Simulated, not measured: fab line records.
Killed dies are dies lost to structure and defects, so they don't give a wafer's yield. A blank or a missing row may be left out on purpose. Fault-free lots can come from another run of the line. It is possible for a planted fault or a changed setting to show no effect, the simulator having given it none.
Struck lot and sound lot, side by side -- flow nand_harc -- 15 out of 1302 route steps
Sound: the wafers L995.1, L995.4, L995.6. Struck: wafers L997.2, L997.5 (left out: L997.3, a lot-mate that was not struck); the cause follows at the end.
For every step that has rows: the tool of each side, followed by ch and its chambers, followed by its first start. Under that, the readings that differ: sound wafers -- struck wafers -- difference of the means -- sigmas: that difference in standard deviations of wafers without a fault.
alike: same words and numbers on both sides, and readings whose means sit less than 2 such deviations apart. not compared: any withheld reading, any reading some wafer has no value for, any bound like >300 that may hide the same value, and any number with overlapping values for which the record gives no deviation.
The two part at a step that has a row with sigmas, a row that says differs or no value, or rows on one side only. When numbers do not overlap yet have no deviation, they are printed without sigmas and do not part them. Lack of a reading on every wafer of one side parts them only where that side has two or more wafers.

first, 8 steps without rows for these wafers: NHARC_THIN_TSV_DEHYDRATE_25 (time 120 s); NHARC_THIN_TSV_HMDS_26 (time 30 s); NHARC_THIN_TSV_COAT_27; NHARC_THIN_TSV_SOFTBAKE_28 (time 95 s); NHARC_THIN_TSV_EBR_29; NHARC_THIN_TSV_EXPOSE_30 (exposes mask PAD); NHARC_THIN_TSV_PEB_31 (peb time 85 s); NHARC_THIN_TSV_DEVELOP_32 (time 70 s).
NHARC_THIN_TSV_CD_MEAS_33: target cd 5000 nm.
  sound on cd_sem-02 ch 0, day 25 09:43; struck on cd_sem-03 ch 0, day 26 23:09
reading,sound,struck,difference,sigmas
cd_nm (nm),5001.6 5005.0 5002.4,4996.5 4996.1,-6.7,-3
then, 1 step without rows for these wafers: NHARC_THIN_TSV_HARDBAKE_34 (time 80 s).
NHARC_THIN_TSV_DESCUM_35: chemistry O2, time 3 s.
  sound on rie_diel-09 ch 0,2,3, day 25 09:53; struck on rie_diel-04 ch 0, day 26 23:19
  alike: drypump_motor_current_A, oes_product_au, rf_vpp_V, showerhead_plenum_p_Torr, throttle_valve_pct
  not compared: rf_hours_counter_h
NHARC_THIN_TSV_ETCH_59: etches the open film in Cl2/BCl3, target depth 880 nm, time 138.1 s.
  sound on rie_metal-03 ch 0,1, day 25 10:02; struck on rie_metal-03 ch 1, day 26 23:26
  alike: drypump_motor_current_A, oes_product_au, rf_fwd_power_W, throttle_valve_pct
  not compared: rf_hours_counter_h
NHARC_THIN_TSV_ETCH_36: etches the open film in Cl2/BCl3, target depth 65 nm, time 18.571 s.
  sound on rie_metal-03 ch 0,1, day 25 10:16; struck on rie_metal-03 ch 1, day 26 23:41
reading,sound,struck,difference,sigmas
oes_product_au (a.u.),0.974 1.008 1.006,0.819 0.818,-0.177,-12
  alike: drypump_motor_current_A
  not compared: rf_hours_counter_h
NHARC_THIN_TSV_STRIP_56: strips in O2.
  sound on plasma_asher-01 ch 0,1, day 25 10:24; struck on plasma_asher-01 ch 0,1, day 26 23:50
  alike: drypump_motor_current_A, heater_power_w
  not compared: rf_hours_counter_h
NHARC_END_SORT_01:
  sound on prober-02 ch 0, day 25 17:43; struck on prober-02 ch 0, day 27 08:55
reading,sound,struck,difference,sigmas
killed_short,4 4 5,0 0,-4,-3
  alike: defect_limited_yield, killed_at_array, killed_at_other, killed_at_periphery, killed_dies, killed_open

== WHERE THEY PART ==
Last at NHARC_END_SORT_01 as far as this record goes, first at NHARC_THIN_TSV_CD_MEAS_33.

WHY: what had been put in by the simulator
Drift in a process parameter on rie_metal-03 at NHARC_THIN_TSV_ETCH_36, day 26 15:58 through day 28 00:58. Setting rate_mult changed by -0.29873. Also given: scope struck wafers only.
